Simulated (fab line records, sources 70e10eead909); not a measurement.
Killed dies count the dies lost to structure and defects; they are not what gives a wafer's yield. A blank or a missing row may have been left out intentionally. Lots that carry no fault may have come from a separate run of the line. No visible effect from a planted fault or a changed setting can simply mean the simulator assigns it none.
fab line records	flow nand-harc	part 1 of 2: steps 1 to 20 of 28
[record] lots = 5	wafers = 15	last-day = 25
route steps=1159 shown A_STAIRCASE@538
lots that met no fault: taken from a fault-free run of the same line
start-h: start of the lot's first displayed wafer, in hours after the record's first day	wait-h: hours since the lot's step before	" the same as in the row above	L1.1+2: a single row standing in for several wafers	- value missing, or start not given	* or withheld: withheld	< > ~ a bound
route shown NAME@n: names a module that has steps shown in the file, with the first one's number in the route	usual: mean and standard deviation over wafers with no fault	same: alike in all rows	chamber/n: place in a boat	sites: each site's reading	_std_site: how widely they spread, as a standard deviation	_edge_site: inner sites' mean taken away from outer sites' mean	radius-mm: for every site, how far away it sits from the centre of the wafer	mask NAME#n: copy n	behind: the tool/chamber that last shaped the wafer	hold: the reason the lot was held/the length of the hold in hours/how it ended	device: the transistor (n, p or np) that didn't switch	end of line: the tests these same wafers got at the end of their route	step lacking rows: just its recipe	killed: dies that structure and defects cost at the first sort, which is not the same as the wafer's yield	map: shows each die of a wafer: x if killed, . if not, _ if none is there
set.NAME: the setting that was run; set.NAME@STEP: the one run at that earlier step	model.NAME: the simulator's own value behind a step, which no gauge read
lots at selected steps of the route; one table per step, one row per wafer
services: when a tool's chamber went out of use (start-h, in hours from the record's first day, below 0 if earlier), for how many hours, and the reason
[[steps]]
[step NHARC_A_STAIRCASE_HMDS_02]
[recipe] time-s = 30
lot.wafer	tool	chamber	start-h	wait-h
L077.1+2+5	litho-track-02	0	-	-
L076.1+2+6	litho-track-05	0	-	-
L094.2+5+6	litho-track-02	0	-	-
L096.3+4+6	litho-track-02	0	-	-
L097.1+4+6	litho-track-03	0	-	-
[step NHARC_A_STAIRCASE_COAT_03]
[recipe] spin-rpm = 1200
lot.wafer	tool	chamber	start-h	wait-h
L077.1+2+5	litho-track-02	0	-	-
L076.1+2+6	litho-track-05	0	-	-
L094.2+5+6	litho-track-02	0	-	-
L096.3+4+6	litho-track-02	0	-	-
L097.1+4+6	litho-track-03	0	-	-
[step NHARC_A_STAIRCASE_SOFTBAKE_04]
[recipe] temp-c = 135	time-s = 170
[usual] plate-temp-C = 135.01/0.14
lot.wafer	tool	chamber	start-h	wait-h	plate-temp-C
L077.1	litho-track-02	0	-	-	135.34
L077.2	"	0	"	"	135.26
L077.5	"	0	"	"	135.32
L076.1	litho-track-05	0	-	-	134.89
L076.2	"	0	"	"	135.17
L076.6	"	0	"	"	135.05
L094.2	litho-track-02	0	-	-	134.85
L094.5	"	0	"	"	134.76
L094.6	"	0	"	"	134.85
L096.3	litho-track-02	0	-	-	135.21
L096.4	"	0	"	"	134.89
L096.6	"	0	"	"	135.03
L097.1	litho-track-03	0	-	-	134.92
L097.4	"	0	"	"	135.03
L097.6	"	0	"	"	135.23
[step NHARC_A_STAIRCASE_EBR_05]
lot.wafer	tool	chamber	start-h	wait-h
L077.1+2+5	litho-track-02	0	-	-
L076.1+2+6	litho-track-05	0	-	-
L094.2+5+6	litho-track-02	0	-	-
L096.3+4+6	litho-track-02	0	-	-
L097.1+4+6	litho-track-03	0	-	-
[step NHARC_A_STAIRCASE_EXPOSE_06]
[recipe] na = 0.5	dose-mj = 25.43	mask-id = STAIR
lot.wafer	tool	chamber	start-h	wait-h	mask
L077.1+2+5	krf-scanner-04	0	248.62	-	STAIR#0
L076.1+2+6	krf-scanner-03	0	251.75	-	STAIR#0
L094.2+5+6	krf-scanner-03	0	353.23	-	STAIR#0
L096.3+4+6	krf-scanner-03	0	368.77	-	STAIR#0
L097.1+4+6	krf-scanner-04	0	379.91	-	STAIR#0
[step NHARC_A_STAIRCASE_PEB_07]
[recipe] peb-temp-c = 115	peb-time-s = 130
[usual] plate-temp-C = 114.96/0.14
lot.wafer	tool	chamber	start-h	wait-h	plate-temp-C
L077.1	litho-track-05	0	248.69	0.1	114.57
L077.2	"	0	"	"	114.89
L077.5	"	0	"	"	114.72
L076.1	litho-track-02	0	251.82	0.1	115.14
L076.2	"	0	"	"	115.18
L076.6	"	0	"	"	115.10
L094.2	litho-track-05	0	353.29	0.1	114.82
L094.5	"	0	"	"	114.91
L094.6	"	0	"	"	114.90
L096.3	litho-track-02	0	368.82	0.0	115.12
L096.4	"	0	"	"	115.22
L096.6	"	0	"	"	114.81
L097.1	litho-track-02	0	379.97	0.1	114.68
L097.4	"	0	"	"	114.96
L097.6	"	0	"	"	114.91
[step NHARC_A_STAIRCASE_DEVELOP_08]
[recipe] time-s = 140
lot.wafer	tool	chamber	start-h	wait-h
L077.1+2+5	litho-track-05	0	-	-
L076.1+2+6	litho-track-02	0	-	-
L094.2+5+6	litho-track-05	0	-	-
L096.3+4+6	litho-track-02	0	-	-
L097.1+4+6	litho-track-02	0	-	-
[step NHARC_A_STAIRCASE_HARDBAKE_10]
[recipe] temp-c = 120	time-s = 140
lot.wafer	tool	chamber	start-h	wait-h
L077.1+2+5	litho-track-03	0	248.91	-
L076.1+2+6	litho-track-05	0	252.04	-
L094.2+5+6	litho-track-03	0	353.51	-
L096.3+4+6	litho-track-02	0	369.05	-
L097.1+4+6	litho-track-02	0	380.20	-
[step NHARC_A_STAIRCASE_DESCUM_11]
[recipe] time-s = 3	o2-flow-sccm = 200	ar-flow-sccm = 0	bias-power-w = 0	chemistry = O2
[usual] drypump-motor-current-A = 5.6/0.35	oes-product-au = 1.002/0.01	rf-vpp-V = 57.8/0.95	showerhead-plenum-p-Torr = 1.91/0.11	throttle-valve-pct = 11.311/0.0088
lot.wafer	tool	chamber	start-h	wait-h	drypump-motor-current-A	oes-product-au	rf-hours-counter-h	rf-vpp-V	showerhead-plenum-p-Torr	throttle-valve-pct
L077.1	rie-diel-03	3	249.00	-	6.2	1.004	9	58.2	1.80	11.313
L077.2	"	0	"	"	5.2	1.021	7	59.5	1.85	11.324
L077.5	"	0	"	"	5.2	1.013	-	57.6	1.85	11.330
L076.2	rie-diel-09	3	252.15	-	6.2	1.015	61	59.2	2.06	11.316
L076.1	"	0	"	"	5.6	1.009	61	57.4	1.82	11.309
L076.6	"	2	"	"	5.6	1.001	-	56.6	1.94	11.304
L094.2	rie-diel-09	2	353.61	-	5.6	0.997	36	58.9	1.93	11.313
L094.5	"	1	"	"	5.2	0.985	-	58.0	2.00	11.316
L094.6	"	2	"	"	5.6	1.004	-	57.0	1.93	11.337
L096.4	rie-diel-03	1	369.14	-	5.7	0.993	53	56.5	1.77	11.317
L096.3	"	2	"	"	5.3	0.997	55	56.8	2.06	11.304
L096.6	"	1	"	"	5.7	0.993	-	57.4	1.77	11.311
L097.4	rie-diel-09	3	380.29	-	6.2	0.998	46	57.3	2.04	11.304
L097.1	"	1	"	"	5.2	0.996	42	58.9	2.00	11.302
L097.6	"	0	"	"	5.6	1.005	-	59.6	1.80	11.320
[step NHARC_A_STAIRCASE_TRIM_12]
[recipe] time-s = 211.2	o2-flow-sccm = 500	ar-flow-sccm = 0	bias-w = 0	chemistry = O2
[usual] drypump-motor-current-A = 5.7/0.35	oes-product-au = 1.004/0.0091	rf-vpp-V = 57.7/0.8	showerhead-plenum-p-Torr = 3.52/0.19	throttle-valve-pct = 17.036/0.0091
lot.wafer	tool	chamber	start-h	wait-h	drypump-motor-current-A	oes-product-au	rf-hours-counter-h	rf-vpp-V	showerhead-plenum-p-Torr	throttle-valve-pct
L077.2	rie-diel-03	2	249.21	0.2	5.3	1.000	10	58.3	3.80	17.027
L077.1	"	1	"	"	5.7	1.012	8	56.7	3.30	17.025
L077.5	"	3	"	"	6.2	0.996	-	57.3	3.33	17.035
L076.1	rie-diel-09	1	252.21	0.1	5.2	1.007	62	57.7	3.69	17.032
L076.2	"	0	"	"	5.5	1.014	61	57.4	3.36	17.032
L076.6	"	1	"	"	5.2	1.004	-	57.2	3.69	17.044
L094.2	rie-diel-09	0	353.73	0.1	5.6	1.015	37	56.9	3.34	17.051
L094.6	"	1	"	"	5.2	0.992	-	58.7	3.67	17.032
L094.5	"	2	"	"	5.6	1.006	-	56.8	3.55	17.036
L096.3	rie-diel-03	3	369.23	0.1	6.2	1.010	56	57.3	3.31	17.042
L096.4	"	1	"	"	5.7	0.994	53	57.1	3.28	17.030
L096.6	"	3	"	"	6.2	0.989	-	57.4	3.31	17.023
L097.4	rie-diel-09	3	380.37	0.1	6.2	1.006	46	58.7	3.75	17.034
L097.1	"	0	"	"	5.5	1.014	45	57.6	3.34	17.039
L097.6	"	3	"	"	6.2	1.003	-	58.1	3.75	17.019
[step NHARC_A_STAIRCASE_ETCH_13]
[recipe] target-depth-a = 1000	time-s = 40.5	ion-energy-ev = 400	c4f8-flow-sccm = 20	o2-flow-sccm = 10	ar-flow-sccm = withheld	rf-w = 600	bias-w = 1000	chemistry = C4F8/O2
[usual] oes-product-au = 0.941/0.013	rf-vpp-V = 896/6.8
lot.wafer	tool	chamber	start-h	wait-h	oes-product-au	rf-hours-counter-h	rf-vpp-V
L077.2	rie-diel-03	1	-	-	0.937	8	889
L077.1	"	3	"	"	0.926	9	889
L077.5	"	0	"	"	0.945	-	891
L076.1	rie-diel-09	1	-	-	0.946	62	903
L076.2	"	2	"	"	0.930	60	898
L076.6	"	0	"	"	0.939	-	890
L094.2	rie-diel-09	3	-	-	0.948	39	903
L094.6	"	3	"	"	0.937	-	904
L094.5	"	0	"	"	0.944	-	890
L096.3	rie-diel-03	3	-	-	0.949	56	889
L096.4	"	0	"	"	0.956	55	891
L096.6	"	0	"	"	0.944	-	890
L097.4	rie-diel-09	2	-	-	0.922	44	896
L097.1	"	1	"	"	0.912	42	900
L097.6	"	2	"	"	0.928	-	896
[step NHARC_A_STAIRCASE_TRIM_14]
[recipe] time-s = 211.2	o2-flow-sccm = 500	ar-flow-sccm = 0	bias-w = 0	chemistry = O2
[usual] drypump-motor-current-A = 5.7/0.35	oes-product-au = 1.003/0.011	rf-vpp-V = 57.8/0.99	showerhead-plenum-p-Torr = 3.52/0.19	throttle-valve-pct = 17.037/0.0076
lot.wafer	tool	chamber	start-h	wait-h	drypump-motor-current-A	oes-product-au	rf-hours-counter-h	rf-vpp-V	showerhead-plenum-p-Torr	throttle-valve-pct
L077.2	rie-diel-03	0	-	-	5.3	1.016	7	57.4	3.41	17.042
L077.1	"	2	"	"	5.3	1.007	10	58.0	3.80	17.036
L077.5	"	1	"	"	5.8	1.002	-	57.3	3.30	17.042
L076.1	rie-diel-09	3	-	-	6.2	1.017	62	58.7	3.77	17.042
L076.2	"	0	"	"	5.6	1.017	61	59.5	3.36	17.026
L076.6	"	2	"	"	5.6	1.005	-	57.9	3.57	17.033
L094.2	rie-diel-09	1	-	-	5.2	0.988	34	59.1	3.67	17.028
L094.6	"	1	"	"	5.2	0.992	-	59.9	3.67	17.036
L094.5	"	2	"	"	5.6	1.008	-	57.4	3.55	17.039
L096.3	rie-diel-03	3	-	-	6.2	1.002	56	58.4	3.31	17.029
L096.4	"	1	"	"	5.7	0.994	53	56.8	3.28	17.044
L096.6	"	3	"	"	6.2	1.004	-	56.8	3.31	17.029
L097.1	rie-diel-09	0	-	-	5.6	1.008	45	56.8	3.34	17.047
L097.4	"	2	"	"	5.6	1.002	44	57.5	3.55	17.035
L097.6	"	0	"	"	5.6	0.993	-	57.1	3.34	17.039
[step NHARC_A_STAIRCASE_ETCH_15]
[recipe] target-depth-a = 1000	time-s = 40.5	ion-energy-ev = 400	c4f8-flow-sccm = 20	o2-flow-sccm = 10	ar-flow-sccm = withheld	rf-w = 600	bias-w = 1000	chemistry = C4F8/O2
[usual] oes-product-au = 0.944/0.012	rf-vpp-V = 896/6.7
lot.wafer	tool	chamber	start-h	wait-h	oes-product-au	rf-hours-counter-h	rf-vpp-V
L077.2	rie-diel-03	3	-	-	0.939	9	889
L077.1	"	0	"	"	0.941	8	891
L077.5	"	3	"	"	0.940	-	888
L076.2	rie-diel-09	2	-	-	0.949	60	898
L076.1	"	0	"	"	0.945	61	889
L076.6	"	2	"	"	0.939	-	897
L094.2	rie-diel-09	1	-	-	0.932	34	901
L094.5	"	2	"	"	0.931	-	896
L094.6	"	3	"	"	0.961	-	905
L096.3	rie-diel-03	3	-	-	0.928	56	887
L096.4	"	2	"	"	0.939	55	904
L096.6	"	3	"	"	0.935	-	888
L097.4	rie-diel-09	2	-	-	0.941	44	897
L097.1	"	3	"	"	0.947	46	904
L097.6	"	3	"	"	0.943	-	904
[step NHARC_A_STAIRCASE_TRIM_16]
[recipe] time-s = 211.2	o2-flow-sccm = 500	ar-flow-sccm = 0	bias-w = 0	chemistry = O2
[usual] drypump-motor-current-A = 5.6/0.34	oes-product-au = 1.004/0.011	rf-vpp-V = 57.7/0.97	showerhead-plenum-p-Torr = 3.53/0.19	throttle-valve-pct = 17.037/0.0088
lot.wafer	tool	chamber	start-h	wait-h	drypump-motor-current-A	oes-product-au	rf-hours-counter-h	rf-vpp-V	showerhead-plenum-p-Torr	throttle-valve-pct
L077.2	rie-diel-03	1	-	-	5.7	1.011	9	57.9	3.30	17.048
L077.1	"	2	"	"	5.3	1.001	10	58.2	3.80	17.036
L077.5	"	1	"	"	5.7	1.014	-	57.7	3.30	17.052
L076.1	rie-diel-09	1	-	-	5.2	1.015	62	60.0	3.69	17.039
L076.2	"	3	"	"	6.2	1.011	62	59.1	3.77	17.040
L076.6	"	1	"	"	5.2	1.007	-	58.1	3.69	17.040
L094.2	rie-diel-09	0	-	-	5.6	1.008	38	58.5	3.34	17.024
L094.5	"	0	"	"	5.6	1.011	-	57.3	3.34	17.031
L094.6	"	1	"	"	5.2	0.992	-	58.6	3.67	17.044
L096.3	rie-diel-03	1	-	-	5.7	0.998	53	57.3	3.28	17.041
L096.4	"	3	"	"	6.3	1.001	56	58.1	3.31	17.030
L096.6	"	0	"	"	5.2	1.013	-	56.0	3.39	17.034
L097.4	rie-diel-09	3	-	-	6.2	0.996	48	58.1	3.74	17.044
L097.1	"	0	"	"	5.5	0.983	47	55.6	3.34	17.042
L097.6	"	1	"	"	5.2	0.981	-	57.7	3.67	17.040
[step NHARC_A_STAIRCASE_ETCH_17]
[recipe] target-depth-a = 1000	time-s = 40.5	ion-energy-ev = 400	c4f8-flow-sccm = 20	o2-flow-sccm = 10	ar-flow-sccm = withheld	rf-w = 600	bias-w = 1000	chemistry = C4F8/O2
[usual] oes-product-au = 0.944/0.012	rf-vpp-V = 896/6.8
lot.wafer	tool	chamber	start-h	wait-h	oes-product-au	rf-hours-counter-h	rf-vpp-V
L077.2	rie-diel-03	1	-	-	0.943	9	888
L077.1	"	2	"	"	0.947	10	906
L077.5	"	0	"	"	0.954	-	892
L076.1	rie-diel-09	0	-	-	0.951	61	890
L076.2	"	2	"	"	0.943	60	899
L076.6	"	0	"	"	0.954	-	890
L094.2	rie-diel-09	2	-	-	0.952	37	898
L094.5	"	0	"	"	0.964	-	889
L094.6	"	1	"	"	0.929	-	900
L096.4	rie-diel-03	0	-	-	0.950	55	893
L096.3	"	2	"	"	0.952	55	903
L096.6	"	0	"	"	0.966	-	891
L097.4	rie-diel-09	3	-	-	0.954	48	904
L097.1	"	0	"	"	0.954	47	890
L097.6	"	3	"	"	0.954	-	903
[step NHARC_A_STAIRCASE_TRIM_18]
[recipe] time-s = 211.2	o2-flow-sccm = 500	ar-flow-sccm = 0	bias-w = 0	chemistry = O2
[usual] drypump-motor-current-A = 5.7/0.35	oes-product-au = 1.003/0.011	rf-vpp-V = 57.8/0.88	showerhead-plenum-p-Torr = 3.53/0.19	throttle-valve-pct = 17.036/0.0081
lot.wafer	tool	chamber	start-h	wait-h	drypump-motor-current-A	oes-product-au	rf-hours-counter-h	rf-vpp-V	showerhead-plenum-p-Torr	throttle-valve-pct
L077.2	rie-diel-03	3	-	-	6.2	1.006	9	58.4	3.33	17.037
L077.1	"	0	"	"	5.3	1.020	8	57.9	3.41	17.023
L077.5	"	2	"	"	5.3	1.012	-	57.6	3.80	17.035
L076.2	rie-diel-09	1	-	-	5.2	1.003	62	58.6	3.69	17.046
L076.1	"	3	"	"	6.2	1.011	62	57.3	3.77	17.026
L076.6	"	0	"	"	5.6	1.021	-	56.9	3.36	17.035
L094.2	rie-diel-09	2	-	-	5.6	1.003	37	58.7	3.55	17.042
L094.5	"	0	"	"	5.6	1.025	-	58.3	3.34	17.047
L094.6	"	1	"	"	5.2	0.993	-	58.6	3.67	17.031
L096.4	rie-diel-03	0	-	-	5.3	1.008	55	57.5	3.39	17.033
L096.3	"	2	"	"	5.3	1.003	55	57.7	3.78	17.053
L096.6	"	3	"	"	6.2	1.007	-	57.5	3.31	17.053
L097.1	rie-diel-09	1	-	-	5.2	0.988	43	57.9	3.67	17.033
L097.4	"	2	"	"	5.6	1.009	45	57.6	3.54	17.038
L097.6	"	0	"	"	5.6	1.013	-	57.8	3.34	17.035
[step NHARC_A_STAIRCASE_ETCH_19]
[recipe] target-depth-a = 1000	time-s = 40.5	ion-energy-ev = 400	c4f8-flow-sccm = 20	o2-flow-sccm = 10	ar-flow-sccm = withheld	rf-w = 600	bias-w = 1000	chemistry = C4F8/O2
[usual] oes-product-au = 0.944/0.012	rf-vpp-V = 896/6.7
lot.wafer	tool	chamber	start-h	wait-h	oes-product-au	rf-hours-counter-h	rf-vpp-V
L077.2	rie-diel-03	2	-	-	0.941	10	905
L077.1	"	3	"	"	0.952	9	887
L077.5	"	2	"	"	0.944	-	906
L076.1	rie-diel-09	3	-	-	0.946	62	905
L076.2	"	0	"	"	0.954	61	891
L076.6	"	3	"	"	0.950	-	904
L094.2	rie-diel-09	3	-	-	0.949	39	904
L094.6	"	2	"	"	0.941	-	898
L094.5	"	3	"	"	0.943	-	904
L096.4	rie-diel-03	2	-	-	0.939	55	903
L096.3	"	0	"	"	0.969	55	892
L096.6	"	3	"	"	0.948	-	888
L097.4	rie-diel-09	1	-	-	0.929	43	901
L097.1	"	2	"	"	0.954	45	896
L097.6	"	2	"	"	0.941	-	898
[step NHARC_A_STAIRCASE_TRIM_20]
[recipe] time-s = 211.2	o2-flow-sccm = 500	ar-flow-sccm = 0	bias-w = 0	chemistry = O2
[usual] drypump-motor-current-A = 5.7/0.33	oes-product-au = 1.002/0.011	rf-vpp-V = 57.7/1	showerhead-plenum-p-Torr = 3.53/0.18	throttle-valve-pct = 17.037/0.0082
lot.wafer	tool	chamber	start-h	wait-h	drypump-motor-current-A	oes-product-au	rf-hours-counter-h	rf-vpp-V	showerhead-plenum-p-Torr	throttle-valve-pct
L077.1	rie-diel-03	1	250.87	0.1	5.7	1.021	9	60.2	3.30	17.034
L077.2	"	2	"	"	5.3	1.011	10	58.6	3.80	17.043
L077.5	"	0	"	"	5.2	1.019	-	58.0	3.41	17.038
L076.2	rie-diel-02	0	253.28	0.1	5.8	1.003	34	57.2	3.54	17.032
L076.1	"	1	"	"	5.6	0.987	36	57.6	3.56	17.047
L076.6	"	2	"	"	5.9	1.005	-	58.7	3.79	17.047
L094.2	rie-diel-09	1	355.02	0.1	5.2	0.995	35	58.6	3.67	17.036
L094.5	"	1	"	"	5.2	0.983	-	58.1	3.67	17.040
L094.6	"	2	"	"	5.6	1.009	-	57.6	3.55	17.030
L096.4	rie-diel-03	0	370.26	0.1	5.2	1.021	55	56.6	3.39	17.034
L096.3	"	2	"	"	5.3	0.994	55	58.9	3.78	17.042
L096.6	"	3	"	"	6.3	0.993	-	57.1	3.31	17.037
L097.4	rie-diel-09	3	382.82	0.1	6.2	1.015	48	58.1	3.74	17.044
L097.1	"	0	"	"	5.6	1.012	47	58.2	3.34	17.032
L097.6	"	3	"	"	6.2	1.008	-	59.6	3.74	17.027
[step NHARC_A_STAIRCASE_ETCH_21]
[recipe] target-depth-a = 1000	time-s = 40.5	ion-energy-ev = 400	c4f8-flow-sccm = 20	o2-flow-sccm = 10	ar-flow-sccm = withheld	rf-w = 600	bias-w = 1000	chemistry = C4F8/O2
[usual] oes-product-au = 0.951/0.018	rf-vpp-V = 896/6.6
lot.wafer	tool	chamber	start-h	wait-h	oes-product-au	rf-hours-counter-h	rf-vpp-V
L077.1	rie-diel-03	2	-	-	0.943	10	907
L077.2	"	3	"	"	0.937	9	887
L077.5	"	2	"	"	0.947	-	907
L076.1	rie-diel-02	2	-	-	0.937	35	905
L076.2	"	3	"	"	0.938	33	890
L076.6	"	2	"	"	0.933	-	905
L094.2	rie-diel-09	2	-	-	0.949	37	897
L094.5	"	3	"	"	0.958	-	904
L094.6	"	0	"	"	0.963	-	889
L096.3	rie-diel-03	0	-	-	0.940	55	890
L096.4	"	2	"	"	0.946	55	905
L096.6	"	0	"	"	0.949	-	891
L097.4	rie-diel-09	1	-	-	0.929	43	901
L097.1	"	2	"	"	0.970	45	897
L097.6	"	1	"	"	0.937	-	901
[step NHARC_A_STAIRCASE_TRIM_22]
[recipe] time-s = 211.2	o2-flow-sccm = 500	ar-flow-sccm = 0	bias-w = 0	chemistry = O2
[usual] drypump-motor-current-A = 5.7/0.32	oes-product-au = 1.001/0.011	rf-vpp-V = 57.8/1	showerhead-plenum-p-Torr = 3.54/0.18	throttle-valve-pct = 17.036/0.0095
lot.wafer	tool	chamber	start-h	wait-h	drypump-motor-current-A	oes-product-au	rf-hours-counter-h	rf-vpp-V	showerhead-plenum-p-Torr	throttle-valve-pct
L077.1	rie-diel-03	1	-	-	5.7	0.999	10	56.7	3.30	17.013
L077.2	"	2	"	"	5.3	1.000	10	58.3	3.80	17.044
L077.5	"	0	"	"	5.2	1.006	-	56.5	3.41	17.016
L076.1	rie-diel-02	2	-	-	5.9	0.990	35	58.1	3.79	17.027
L076.2	"	3	"	"	5.6	0.998	33	56.9	3.35	17.028
L076.6	"	2	"	"	5.9	0.988	-	59.0	3.79	17.043
L094.2	rie-diel-09	3	-	-	6.2	1.007	39	56.1	3.75	17.037
L094.6	"	1	"	"	5.2	0.984	-	58.6	3.67	17.036
L094.5	"	2	"	"	5.6	0.997	-	57.4	3.55	17.035
L096.4	rie-diel-03	0	-	-	5.3	1.013	55	56.8	3.39	17.040
L096.3	"	1	"	"	5.7	0.997	54	56.6	3.28	17.037
L096.6	"	2	"	"	5.3	1.005	-	58.8	3.78	17.031
L097.4	rie-diel-09	3	-	-	6.2	1.007	48	57.5	3.74	17.037
L097.1	"	1	"	"	5.2	0.994	43	59.7	3.67	17.048
L097.6	"	2	"	"	5.6	0.992	-	58.6	3.54	17.029
